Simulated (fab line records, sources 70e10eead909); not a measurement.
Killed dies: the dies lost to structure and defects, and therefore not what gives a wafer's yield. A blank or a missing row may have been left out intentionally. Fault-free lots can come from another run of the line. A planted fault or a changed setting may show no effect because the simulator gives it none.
Which of the tools did it?	flow nandHarc	Sampling: 24 lots, 72 wafers, 2 of 1159 route steps

WHAT THE GAUGES SHOWED, per wafer
NHARC_P_M1_CD_MEAS_16.
lot	measured	on	cdNm (nm)
L074	day 6 07:34	cdSem-03	130.6 128.2 129.7
L075	day 6 14:31	cdSem-02	129.3 129.3 128.9
L076	day 6 18:25	cdSem-02	130.0 130.6 130.9
L077	day 7 00:05	cdSem-03	129.4 130.5 129.3
L078	day 7 03:12	cdSem-01	130.8 129.8 130.3
L080	day 7 05:43	cdSem-02	130.2 129.0 129.0
L079	day 7 06:02	cdSem-01	128.6 129.1 129.8
L081	day 7 17:56	cdSem-03	129.2 130.3 130.2
L082	day 7 20:09	cdSem-03	129.2 130.9 129.2
L083	day 8 10:41	cdSem-03	129.8 130.4 129.2
L085	day 8 18:07	cdSem-01	128.9 129.3 128.9
L084	day 8 19:08	cdSem-02	130.7 130.3 130.9
L088	day 9 07:27	cdSem-03	131.7 131.6 130.8
L087	day 9 09:10	cdSem-01	131.2 131.1 131.5
L086	day 9 09:31	cdSem-01	131.7 131.3 131.0
L090	day 10 02:32	cdSem-02	130.0 129.3 130.0
L089	day 10 03:13	cdSem-03	129.5 130.1 129.2
L091	day 10 09:52	cdSem-02	130.4 130.0 129.9
L092	day 10 10:34	cdSem-03	129.4 130.5 129.4
L094	day 10 19:20	cdSem-02	130.8 131.5 130.4
L093	day 10 20:11	cdSem-01	129.8 130.9 129.6
L095	day 11 14:28	cdSem-03	130.7 130.3 128.9
L096	day 11 17:05	cdSem-03	130.8 130.6 130.4
L097	day 12 04:43	cdSem-02	130.8 129.8 130.5

WHICH TOOL RAN EACH LOT (tool, then ch and the chambers of the sampled wafers, then the start)
lot	NHARC_P_M0_PVD_20
L074	pvdSputter-02, day 6 07:34 or earlier
L075	pvdSputter-01, day 6 14:31 or earlier
L076	pvdSputter-03, day 6 18:25 or earlier
L077	pvdSputter-03, day 7 00:05 or earlier
L078	pvdSputter-01, day 7 03:12 or earlier
L080	pvdSputter-02, day 7 05:43 or earlier
L079	pvdSputter-01, day 7 06:02 or earlier
L081	pvdSputter-02, day 7 17:56 or earlier
L082	pvdSputter-03, day 7 20:09 or earlier
L083	pvdSputter-01, day 8 10:41 or earlier
L085	pvdSputter-03, day 8 18:07 or earlier
L084	pvdSputter-01, day 8 19:08 or earlier
L088	pvdSputter-03, day 9 07:27 or earlier
L087	pvdSputter-01, day 9 09:10 or earlier
L086	pvdSputter-02, day 9 09:31 or earlier
L090	pvdSputter-03, day 10 02:32 or earlier
L089	pvdSputter-01, day 10 03:13 or earlier
L091	pvdSputter-01, day 10 09:52 or earlier
L092	pvdSputter-01, day 10 10:34 or earlier
L094	pvdSputter-02, day 10 19:20 or earlier
L093	pvdSputter-01, day 10 20:11 or earlier
L095	pvdSputter-03, day 11 14:28 or earlier
L096	pvdSputter-03, day 11 17:05 or earlier
L097	pvdSputter-01, day 12 04:43 or earlier
- NHARC_P_M0_PVD_20: deposits TaN, target thk 5 nm, time 8.06 s.

AS READ BY THE TOOLS THEMSELVES (means over the sampled wafers that have a number; for cases with no such wafer, the mark the record gives instead)
NHARC_P_M0_PVD_20.
lot	tool	biasV (V)	throttleValvePct (%)
L074	pvdSputter-02	169.2	29.7
L075	pvdSputter-01	170.0	29.7
L076	pvdSputter-03	167.9	29.3
L077	pvdSputter-03	168.0	29.5
L078	pvdSputter-01	167.3	30.6
L080	pvdSputter-02	168.3	29.7
L079	pvdSputter-01	168.5	30.2
L081	pvdSputter-02	170.2	29.9
L082	pvdSputter-03	168.7	28.7
L083	pvdSputter-01	169.5	29.5
L085	pvdSputter-03	168.3	29.0
L084	pvdSputter-01	170.0	29.3
L088	pvdSputter-03	167.2	29.2
L087	pvdSputter-01	170.2	29.0
L086	pvdSputter-02	169.5	29.8
L090	pvdSputter-03	169.1	29.3
L089	pvdSputter-01	168.8	29.5
L091	pvdSputter-01	168.3	30.2
L092	pvdSputter-01	168.0	28.7
L094	pvdSputter-02	170.3	29.1
L093	pvdSputter-01	167.1	30.5
L095	pvdSputter-03	168.2	29.0
L096	pvdSputter-03	167.8	28.9
L097	pvdSputter-01	169.5	29.8

THE ANSWER, worked out from the rows above alone
Rule: what is usual is taken from the lots themselves. The widest of any qualifying gaps counts: lots, ordered by their means at a reading, are off when they make up no more than a third of the lots, leave a main group of 4 or more, and stand apart from it by 3 or more times the standard deviation of that group's means. If all means in a main group match to the digits the tables above print for the reading, that group is not used. Also off: a lot with no number at a reading for which 4 or more lots have one. Where the step has rows for the other lots, those lots are counted as sound. First the gauges in route order, then the tools' own readings, where a lot's mean is used as printed above. At the first step where some lot is off, the reading lying furthest off is the one used; lots without a number count as furthest.
No lot is off on any of the readings shown, so nothing can be concluded from this.

WHAT WAS PUT IN BY THE SIMULATOR
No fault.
